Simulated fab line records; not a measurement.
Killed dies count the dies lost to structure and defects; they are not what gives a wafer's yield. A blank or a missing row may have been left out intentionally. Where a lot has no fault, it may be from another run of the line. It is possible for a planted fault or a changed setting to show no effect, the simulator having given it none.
Chamber matching ; flow n5_finfet ; 3 sister chambers for N5_ZERO_LAYER_PECVD_02 on pecvd-03
The step deposits SiO2 from SiH4/N2O, target thk 10 nm, time 6 s. 6 wafers are shown with their chamber, then 12 later ones without.

## WAFERS PAIRED WITH THEIR CHAMBERS
wafer;chamber;showerhead_plenum_p_Torr (Torr);heater_power_w (W)
L083.4;0;7.98;664
L084.1;2;8.38;760
L084.2;0;8.00;722
L087.2;2;8.37;898
L087.3;1;8.22;683
L087.6;1;8.19;696

## WAFERS WITH NO CHAMBER GIVEN
wafer;showerhead_plenum_p_Torr (Torr);heater_power_w (W)
L088.1;8.20;799
L088.3;7.99;770
L088.4;8.22;787
L091.2;8.36;787
L091.5;8.19;827
L091.6;7.99;734
L093.3;8.21;760
L093.4;8.36;831
L093.6;7.98;762
L095.1;8.21;722
L095.2;8.36;863
L095.4;8.18;720

## WHICH CHAMBER EACH WENT THROUGH
wafer;from the rows above;in truth
L088.1;1;1
L088.3;0;0
L088.4;1;1
L091.2;2;2
L091.5;1;1
L091.6;0;0
L093.3;1;1
L093.4;2;2
L093.6;0;0
L095.1;1;1
L095.2;2;2
L095.4;1;1
Placed correctly: 12 of 12. Left unplaced by these rows: 0. Wrongly placed: 0.
How it was worked out, from the rows above alone: a wafer's distance from a chamber is the root of the sum, over the readings, of the square of ((its reading less the chamber's mean) divided by the reading's scatter). The wafer belongs to the nearest chamber; if the next one is less than 2 further off, it can't be placed. The mean given for a chamber averages the wafers shown for that chamber. How the scatter is found: for the shown wafers, subtract from each reading the mean of its chamber, square and add these, divide the total by (wafers less chambers), then take the root.
